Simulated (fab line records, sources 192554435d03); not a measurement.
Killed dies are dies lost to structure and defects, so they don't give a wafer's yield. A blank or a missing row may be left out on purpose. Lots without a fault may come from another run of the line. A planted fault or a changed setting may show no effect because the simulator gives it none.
Split-lot experiment | flow n5_finfet | 7 lots, 39 wafers read, on a route of 1938 steps

THE SPLIT
At N5_WELL_APT_IMPLANT_31, the setting energy_kev was moved away from the recipe's 60 on 12 of the 39 wafers read, by -9.7% to +10.8%. The other wafers ran this setting at the recipe's value.

The reading is taken at the split's own step.

THE READING
implant.drp_nm (the simulator's own value, which no gauge read), in nm, at N5_WELL_APT_IMPLANT_31. The file gives no usual value for it.

wafer  | tool, chamber at the split | energy_kev as run | against the recipe | implant.drp_nm, nm | against lot-mates on the recipe
L078.1 | implanter-02, 0            | 56.46             | -5.9%              | 62.47              | -2.06
L078.3 | implanter-02, 0            | 56.46             | -5.9%              | 62.47              | -2.06
L078.6 | implanter-02, 0            | 56.46             | -5.9%              | 62.47              | -2.06
L078.2 | implanter-02, 0            | 60                | recipe             | 64.53              | -
L078.4 | implanter-02, 0            | 60                | recipe             | 64.53              | -
L078.5 | implanter-02, 0            | 60                | recipe             | 64.53              | -
L084.1 | implanter-01, 0            | 57.27             | -4.5%              | 62.95              | -1.58
L084.4 | implanter-01, 0            | 57.27             | -4.5%              | 62.95              | -1.58
L084.5 | implanter-01, 0            | 57.27             | -4.5%              | 62.95              | -1.58
L084.2 | implanter-01, 0            | 60                | recipe             | 64.53              | -
L084.3 | implanter-01, 0            | 60                | recipe             | 64.53              | -
L084.6 | implanter-01, 0            | 60                | recipe             | 64.53              | -
L085.1 | implanter-02, 0            | 60                | recipe             | 64.53              | -
L085.2 | implanter-02, 0            | 60                | recipe             | 64.53              | -
L085.3 | implanter-02, 0            | 60                | recipe             | 64.53              | -
L085.4 | implanter-02, 0            | 60                | recipe             | 64.53              | -
L085.5 | implanter-02, 0            | 60                | recipe             | 64.53              | -
L085.6 | implanter-02, 0            | 60                | recipe             | 64.53              | -
L089.1 | implanter-02, 0            | 60                | recipe             | 64.53              | -
L089.2 | implanter-02, 0            | 60                | recipe             | 64.53              | -
L089.3 | implanter-02, 0            | 60                | recipe             | 64.53              | -
L089.4 | implanter-02, 0            | 60                | recipe             | 64.53              | -
L089.5 | implanter-02, 0            | 60                | recipe             | 64.53              | -
L089.6 | implanter-02, 0            | 60                | recipe             | 64.53              | -
L090.1 | implanter-01, 0            | 60                | recipe             | 64.53              | -
L090.3 | implanter-01, 0            | 60                | recipe             | 64.53              | -
L090.5 | implanter-01, 0            | 60                | recipe             | 64.53              | -
L090.2 | implanter-01, 0            | 66.5              | +10.8%             | 68.05              | +3.52
L090.4 | implanter-01, 0            | 66.5              | +10.8%             | 68.05              | +3.52
L090.6 | implanter-01, 0            | 66.5              | +10.8%             | 68.05              | +3.52
L091.1 | implanter-02, 0            | 60                | recipe             | 64.53              | -
L091.3 | implanter-02, 0            | 60                | recipe             | 64.53              | -
L091.6 | implanter-02, 0            | 60                | recipe             | 64.53              | -
L091.2 | implanter-02, 0            | 54.2              | -9.7%              | 61.09              | -3.44
L091.4 | implanter-02, 0            | 54.2              | -9.7%              | 61.09              | -3.44
L091.5 | implanter-02, 0            | 54.2              | -9.7%              | 61.09              | -3.44
L092.1 | implanter-01, 0            | 60                | recipe             | 64.53              | -
L092.3 | implanter-01, 0            | 60                | recipe             | 64.53              | -
L092.6 | implanter-01, 0            | 60                | recipe             | 64.53              | -

THE FIT
A straight line over all 39 wafers: implant.drp_nm changes by +0.34 nm for each +1% of energy_kev; r = +1.00; the points scatter about the line by 0.058 nm.
The same after taking each lot's own level away (the mean of its wafers on the recipe; 39 wafers): +0.34 nm for each +1%; r = +1.00; scatter 0.058 nm.
On that fit, the largest move of energy_kev shifts the reading by 3.7 nm.
The lots' own levels span 64.530 to 64.530 nm.
So the lot-to-lot level changes the slope little: the two slopes agree.
Check: with one of the wafers moved furthest among these (+10.8%) left out of the fit, the line predicts +3.68 nm for it against its lot-mates. It came out at +3.52 nm against them.

THE WHOLE CHAIN: every reading that the file lists as answering this split, in the file's order
step                   | what it does | reading                                                         | change (the file's fit)               | r (the file's)
N5_WELL_APT_IMPLANT_31 |              | implant.rp_nm (the simulator's own value, which no gauge read)  | +2.22 nm for each +1% of the setting  | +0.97
N5_WELL_APT_IMPLANT_31 |              | implant.drp_nm (the simulator's own value, which no gauge read) | +0.341 nm for each +1% of the setting | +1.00

THE FILE'S OWN FIT
implant.drp_nm changes by +0.341 nm for each +1% of energy_kev, r = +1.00.
